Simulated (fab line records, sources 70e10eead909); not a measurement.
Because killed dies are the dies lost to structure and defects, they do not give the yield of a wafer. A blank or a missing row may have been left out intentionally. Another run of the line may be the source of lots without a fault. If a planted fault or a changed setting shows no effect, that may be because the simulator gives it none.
Problem report, 8D (eight disciplines) form, completed by code ; flow nand-harc ; the parts of the form that need people (team, actions taken, sign-off) are left out

1. THE ISSUE
NHARC_END_SORT_01, killed-at-array: mean 143 over 1 wafer from 1 lot; wafers with no fault: 58, standard deviation 17. Relative to the usual mean, that is a shift of +5.0 standard deviations.
Seen first at day 30 01:40 on prober-02, wafer L438.1. The record holds 6 wafers of 2 lots with a number at this step. Rule for "out", or "out of limits": more than 4 standard deviations from the usual mean. The other wafers with a number count as sound.

2. WHAT IT IS, WHAT IT ISN'T
question;is;is not
which readings at this step;killed-at-array, defect-limited-yield, killed-dies;killed-at-other, killed-at-periphery, killed-open, killed-short
which lots;L438;L441
which wafers of those lots;L438.1;L438.2, L438.5
read on which gauges;prober-02;prober-01
when;from day 30 01:40;"up to then (0 sound wafers); but 5 sound wafers of L438, L441 came after"

3. WHAT RULES OUT EACH SUSPECT
Counting: if a tool at a process step up to the reading ran every lot that is out, it stays a suspect. Sound lots after the first of them don't rule it out here, since some wafers of a struck lot are sound.
- the gauge at NHARC_END_SORT_01: kept. All the wafers that are out were read on prober-02, and no step on other tools shows them out.
- rie-diel-08 at NHARC_A_M0_ETCH_34 (etches the open film in N2/H2, target depth 40 nm, overetch 12 nm, time 43.94 s): kept. It ran the lot that is out, L438 (day 28 07:11).
- rie-diel-08 at NHARC_A_M0_ETCH_15 (etches the open film in C4F8/Ar, target depth 150 nm, overetch 15 nm, time 82.5 s): kept. It ran the lot that is out, L438 (day 28 07:23). NHARC_A_M0_ETCH_15 gives no start for some lots, so the hours and the order of its lots are those of NHARC_A_M0_CD_MEAS_16.
- pvd-sputter-03 at NHARC_A_M0_PRE_CLEAN_29 (time 30 s): kept. It ran the lot that is out, L438 (day 28 08:07).
- pvd-sputter-03 at NHARC_A_M0_PVD_21 (deposits Cu, target thk 30 nm, time 20.49 s): kept. It ran the lot that is out, L438 (day 28 09:10). NHARC_A_M0_PVD_21 gives no start for some lots, so the hours and the order of its lots are those of NHARC_A_M0_CMP_23.
- cmp-04 at NHARC_A_M0_CMP_23 (polishes, t overpolish 20 s, target thk 113.75 nm): kept. It ran the lot that is out, L438 (day 28 09:10).
- rie-diel-01 at NHARC_A_M1_DESCUM_14 (chemistry O2, time 3 s): kept. It ran the lot that is out, L438 (day 28 11:07).
- The sound lot-mates ran in chamber 2 of rie-diel-08 at NHARC_A_M0_ETCH_34, but the wafers that are out ran in chamber 3.
- rie-diel-08, NHARC_A_M0_ETCH_15: wafers that are out in chamber 3, sound lot-mates in chambers 1, 2.
- The sound lot-mates ran in chamber 0 of cmp-04 at NHARC_A_M0_CMP_23, but the wafers that are out ran in chamber 3.
- rie-diel-01, NHARC_A_M1_DESCUM_14: wafers that are out in chamber 2, sound lot-mates in chambers 0, 3.
Left after counting: rie-diel-08 at NHARC_A_M0_ETCH_34, rie-diel-08 at NHARC_A_M0_ETCH_15, pvd-sputter-03 at NHARC_A_M0_PRE_CLEAN_29, pvd-sputter-03 at NHARC_A_M0_PVD_21, cmp-04 at NHARC_A_M0_CMP_23, rie-diel-01 at NHARC_A_M1_DESCUM_14, prober-02 at NHARC_END_SORT_01.

4. THE CAUSE (what the simulator had put in)
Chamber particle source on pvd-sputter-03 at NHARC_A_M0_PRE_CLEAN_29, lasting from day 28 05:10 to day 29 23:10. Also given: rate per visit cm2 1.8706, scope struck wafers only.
7 suspects survive the count, and this tool is in that group.

5. THE CHAIN OF EFFECTS, in route order
Rows list readings where the struck wafers' mean (over those with a number) sits beyond 3 standard deviations from the usual. Only readings whose record carries a usual standard deviation are examined. hours: median over the lots of the time between each lot's start at the first step of this table that gives one and its start at this step. sigmas: the change, counted in usual standard deviations.
hours;step;reading;usual;on struck wafers;change;sigmas
0;NHARC_END_SORT_01;defect-limited-yield;90.8 %;78.7;-12.1;-4.8
0;NHARC_END_SORT_01;killed-at-array;58;143;+85;+5.0
0;NHARC_END_SORT_01;killed-dies;62;144;+82;+4.8

6. HOW IT WOULD HAVE BEEN CAUGHT EARLIER
Counted from the fault's start at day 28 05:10, it took 45 hours until the first out-of-limits reading at a measuring or inspecting step in this record, taken at day 30 01:40.
Tool readings at NHARC_A_M0_PRE_CLEAN_29 with a usual standard deviation given in the record: none out on any struck wafer, hence no alarm at a limit of 4 standard deviations on them.
By day 30 01:40 the whole set of lots that are out, 1 in number, had already begun NHARC_A_M0_PRE_CLEAN_29 on pvd-sputter-03. Tool hold at that time: it would have spared none of them.
